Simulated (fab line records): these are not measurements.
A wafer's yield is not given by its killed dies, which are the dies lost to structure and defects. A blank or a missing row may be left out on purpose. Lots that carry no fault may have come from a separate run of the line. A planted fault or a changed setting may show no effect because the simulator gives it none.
Which tool is to blame? / flow nand harc / 18 wafers sampled from 6 lots at 1 step of a route of 1302

## WHAT THE GAUGES SHOWED, per wafer
NHARC_P_M2_THK_MEAS_24: measures by xrf.
lot=L306; measured=day 11 07:39; on=film metro-02; thk nm (nm)=144.5 141.8 146.3
lot=L308; measured=day 11 21:04; on=film metro-01; thk nm (nm)=142.8 146.6 140.5
lot=L309; measured=day 12 20:32; on=film metro-01; thk nm (nm)=143.8 142.5 144.7
lot=L312; measured=day 13 14:19; on=film metro-01; thk nm (nm)=141.2 144.1 143.4
lot=L314; measured=day 14 12:08; on=film metro-02; thk nm (nm)=147.6 145.6 143.7
lot=L317; measured=day 15 14:23; on=film metro-02; thk nm (nm)=144.1 142.3 142.1

## TOOL THAT RAN EACH LOT (tool first, then ch and the chambers of the sampled wafers, then the start)
No process step before these readings appears in the record.

## THE ANSWER, worked out from the rows above alone
Rule: usual is defined by the lots themselves. Put in order of their means at a reading, lots are off if they are a third of the lots or fewer, leave a main group of 4 or more, and stand apart from it by a gap of 3 or more times the standard deviation of the main group's means; of several such gaps the widest counts. A main group whose means are all the same, to the digits that the tables above print for the reading, isn't used. A lot without any number at a reading at which 4 lots or more have one is off too. Where the step has rows for the other lots, those lots are counted as sound.
Across all readings shown, no lot is off: no conclusion can be drawn from this.

## WHAT THE SIMULATOR HAD PUT IN
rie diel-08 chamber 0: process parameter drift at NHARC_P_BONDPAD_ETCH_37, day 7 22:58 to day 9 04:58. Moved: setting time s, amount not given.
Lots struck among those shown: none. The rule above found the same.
